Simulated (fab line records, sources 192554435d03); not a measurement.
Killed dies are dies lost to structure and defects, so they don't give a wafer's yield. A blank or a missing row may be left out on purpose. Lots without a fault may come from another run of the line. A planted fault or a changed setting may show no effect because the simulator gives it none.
Chamber matching | flow n5_finfet | N5_BEOL_M9_DEP_56 on pecvd-03: 3 sister chambers
The step deposits SiCN from 3MS/NH3, target thk 15 nm, time 26.5 s. 6 wafers are shown with their chamber, then 8 later ones without.

WAFERS WITH THEIR CHAMBER
wafer  | chamber | showerhead_plenum_p_Torr (Torr) | throttle_valve_pct (%)
L079.3 | 2       | 3.673                           | 8.4
L088.6 | 0       | 3.683                           | 9.9
L086.1 | 0       | 3.671                           | 9.8
L086.5 | 1       | 3.638                           | 9.6
L086.6 | 2       | 3.682                           | 9.0
L089.2 | 1       | 3.639                           | 9.7

WAFERS WITHOUT THEIR CHAMBER
wafer  | showerhead_plenum_p_Torr (Torr) | throttle_valve_pct (%)
L089.5 | 3.645                           | 9.5
L089.6 | 3.674                           | 9.9
L090.1 | 3.672                           | 8.6
L090.3 | 3.679                           | 9.8
L090.4 | 3.628                           | 9.5
L096.1 | 3.682                           | 8.8
L096.2 | 3.632                           | 9.3
L096.4 | 3.636                           | 9.3

WHICH CHAMBER EACH WENT THROUGH
wafer  | from the rows above | in truth
L089.5 | 1                   | 1
L089.6 | 0                   | 0
L090.1 | 2                   | 2
L090.3 | 0                   | 0
L090.4 | 1                   | 1
L096.1 | 2                   | 2
L096.2 | 1                   | 1
L096.4 | 1                   | 1
Placed correctly: 8 of 8. Can't be placed from these rows: 0. Placed wrongly: 0.
How it was worked out, from the rows above alone: a wafer's distance from a chamber is the root of the sum, over the readings, of the square of ((its reading less the chamber's mean) divided by the reading's scatter). The wafer belongs to the nearest chamber; if the next one is less than 2 further off, it can't be placed. A chamber's mean is the mean of its shown wafers. The scatter: the root of (the sum of the squares of (reading less its chamber's mean) over the shown wafers, divided by (wafers less chambers)).
